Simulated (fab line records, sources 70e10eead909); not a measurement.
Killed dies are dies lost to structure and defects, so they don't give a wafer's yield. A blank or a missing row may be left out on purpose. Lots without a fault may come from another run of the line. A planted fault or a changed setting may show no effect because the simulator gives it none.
A struck lot beside a sound one | flow nand_harc | 21 steps out of a route of 1302
Sound: wafers L609.1, L609.3, L609.4. Struck: wafers L621.1, L621.2, L621.4. The cause comes at the end.
At each step with rows: each side's tool, then ch and its chambers, then its first start. Under that, the readings that differ: sound wafers | struck wafers | difference of the means | sigmas: that difference in standard deviations of wafers without a fault.
alike: readings whose means differ by less than 2 such deviations, and words and numbers that are the same on both sides. not compared: withheld readings, readings that some wafer has no value for, bounds like >300 that may hide the same value, and numbers for which the record gives no deviation and whose values overlap.
The two part at a step that has a row with sigmas, a row that says differs or no value, or rows on one side only. Numbers that don't overlap but have no deviation are shown without sigmas and don't part them. A reading that every wafer of one side lacks parts them only if that side has two wafers or more.

NHARC_A_CHANNEL_HOLE_D1_CD_MEAS_18:
  sound on cd_sem-03, day 11 18:52; struck on cd_sem-02, day 16 17:50
  alike: cd_nm
NHARC_A_CHANNEL_HOLE_D1_ETCH_19: etches the open film in C4F8/O2/Ar, time 34.5 s.
  sound on har_etch-01 ch 0,1, day 11 18:56; struck on har_etch-01 ch 0,1, day 16 20:55
  reading    | sound                | struck               | difference | sigmas
  temp_c (C) | -20.24 -20.17 -19.98 | -19.80 -19.89 -19.76 | +0.31      | +3
  alike: drypump_motor_current_A, he_backside_leak_sccm, showerhead_plenum_p_Torr, throttle_valve_pct
  not compared: rf_hours_counter_h
then, 2 steps without rows for these wafers: NHARC_A_CHANNEL_HOLE_D1_ETCH_20 (etches the open film in C4F8/O2/Ar, time 361.9 s, target depth 1600 nm); NHARC_A_CHANNEL_HOLE_D1_ETCH_21 (etches the open film in C4F8/O2/Ar, time 514.3 s, target depth 1600 nm).
NHARC_A_CHANNEL_HOLE_D1_ETCH_22: etches the open film in C4F8/O2/Ar, time 666.7 s, target depth 1600 nm.
  sound on har_etch-01 ch 0,1, day 11 19:48; struck on har_etch-01 ch 0,1, day 16 21:47
  alike: drypump_motor_current_A, he_backside_leak_sccm, showerhead_plenum_p_Torr, temp_c, throttle_valve_pct
  not compared: rf_hours_counter_h
then, 1 step without rows for these wafers: NHARC_A_CHANNEL_HOLE_D1_ETCH_23 (etches the open film in C4F8/O2/Ar, time 819 s, target depth 1600 nm).
NHARC_A_CHANNEL_HOLE_D1_ETCH_24: etches the open film in C4F8/O2/Ar, time 906.2 s, target depth 1500 nm.
  sound on har_etch-01 ch 0,1, day 11 21:03; struck on har_etch-01 ch 0,1, day 16 23:03
  alike: drypump_motor_current_A, he_backside_leak_sccm, showerhead_plenum_p_Torr, temp_c, throttle_valve_pct
  not compared: rf_hours_counter_h
then, 1 step without rows for these wafers: NHARC_A_CHANNEL_HOLE_D1_ETCH_25 (etches the open film in C4F8/O2/Ar, time 1040.2 s, target depth 1500 nm).
NHARC_A_CHANNEL_HOLE_D1_ETCH_26: etches the open film in C4F8/O2/Ar, time 224.1 s, target depth 300 nm.
  sound on har_etch-01 ch 0,1, day 11 22:41; struck on har_etch-01 ch 0,1, day 17 00:43
  alike: drypump_motor_current_A, he_backside_leak_sccm, showerhead_plenum_p_Torr, temp_c, throttle_valve_pct
  not compared: rf_hours_counter_h
then, 3 steps without rows for these wafers: NHARC_A_CHANNEL_HOLE_D1_ETCH_33 (etches the open film in C4F8/O2/Ar, time 90 s, target depth 400 nm); NHARC_A_CHANNEL_HOLE_D1_STRIP_41 (strips in N2/H2); NHARC_A_CHANNEL_HOLE_D1_STRIP_42 (strips in CF4/CHF3).
NHARC_A_CHANNEL_HOLE_D1_STRIP_43: strips in O2/COS.
  sound on rie_diel-04 ch 0,2,3, day 11 23:34; struck on rie_diel-04 ch 0,1,3, day 17 01:37
NHARC_A_CHANNEL_HOLE_D1_ETCH_44: etches the open film in CF4/O2, target depth 140 nm, overetch 14 nm, time 77 s.
  sound on rie_diel-04 ch 0,2,3, day 11 23:38; struck on rie_diel-04 ch 0,2,3, day 17 01:41
  reading                | sound    | struck | difference | sigmas
  rf_hours_counter_h (h) | 27 26 23 | 9 6 8  | -18        |
  alike: drypump_motor_current_A, oes_product_au, rf_vpp_V, showerhead_plenum_p_Torr, throttle_valve_pct
then, 3 steps without rows for these wafers: NHARC_A_CHANNEL_HOLE_D1_STRIP_27 (strips in O2); NHARC_A_CHANNEL_HOLE_D1_PRECLEAN_28 (cleans in SC1); NHARC_A_CHANNEL_HOLE_D1_SRD_29.
NHARC_A_CHANNEL_HOLE_D1_CD_MEAS_30:
  sound on cd_sem-02, day 12 00:25; struck on cd_sem-03, day 17 02:31
  alike: cd_nm
then, 1 step without rows for these wafers: NHARC_A_CHANNEL_HOLE_D1_XSEM_31.
NHARC_A_CHANNEL_HOLE_D1_INSPECT_40:
  sound on defect_inspect-01, day 12 00:36; struck on defect_inspect-01, day 17 02:42
  alike: raw_defect_count
-- the record jumps here: 16 days lie between the struck wafers' starts before and after (it left off in module A_CHANNEL_HOLE_D1 and takes up again in module END, whose first step shown is number 1302 of the route) --
NHARC_END_SORT_01:
  sound on prober-01 ch 0, day 27 14:44; struck on prober-01 ch 0, day 32 15:21
  reading         | sound    | struck                                                               | difference                   | sigmas
  hold            | - - -    | await_dispo/3.5h/scrap await_dispo/3.5h/scrap await_dispo/3.5h/scrap | no value on the sound wafers |
  killed_at_array | 42 44 49 | 670 674 675                                                          | +628                         | +39
  killed_dies     | 47 48 53 | 677 677 677                                                          | +628                         | +39
  alike: killed_at_other, killed_at_periphery, killed_open, killed_short

WHERE THEY PART
First at NHARC_A_CHANNEL_HOLE_D1_ETCH_19; last, within this record, at NHARC_END_SORT_01.

WHY: what the simulator had put in
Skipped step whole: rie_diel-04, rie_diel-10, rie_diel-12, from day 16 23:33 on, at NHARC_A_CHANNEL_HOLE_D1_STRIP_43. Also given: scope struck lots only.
